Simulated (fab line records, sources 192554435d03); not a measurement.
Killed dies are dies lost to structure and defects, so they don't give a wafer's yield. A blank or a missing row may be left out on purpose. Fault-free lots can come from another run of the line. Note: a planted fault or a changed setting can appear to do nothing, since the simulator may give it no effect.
Matching of chambers    flow n5-finfet    ald-metal-04 running N5_BEOL_M7_ALD_77: 4 sister chambers
The step deposits TaN, target thk 2 nm, pulse time 2 s, purge time 3 s. 4 wafers are shown with their chamber, then 7 later ones without.

== EACH WAFER AND ITS CHAMBER ==
wafer   chamber  heater-power-w (W)
L077.3  3        419
L084.5  2        489
L092.2  0        352
L092.3  1        455

== WAFERS WITHOUT THEIR CHAMBER ==
wafer   heater-power-w (W)
L092.6  352
L091.1  464
L091.2  484
L091.3  346
L096.2  493
L096.5  408
L096.6  507

== WHICH CHAMBER EACH WENT THROUGH ==
wafer   from the rows above      in truth
L092.6  0                        0
L091.1  can't be placed: 1 or 2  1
L091.2  2                        2
L091.3  0                        0
L096.2  2                        2
L096.5  3                        3
L096.6  2                        2
Placed correctly: 6 of 7. Can't be placed from these rows: 1 (the true chamber is among the candidates in 1). Number placed wrongly: 0.
How it was worked out, from the rows above alone: a wafer's distance from a chamber is the root of the sum, over the readings, of the square of ((its reading less the chamber's mean) divided by the reading's scatter). The wafer belongs to the nearest chamber; if the next one is less than 2 further off, it can't be placed. A chamber's mean is the mean of its shown wafers. The scatter: with one shown wafer a chamber, the root of the mean of the squares of how far each hidden wafer lies from its nearest shown one.
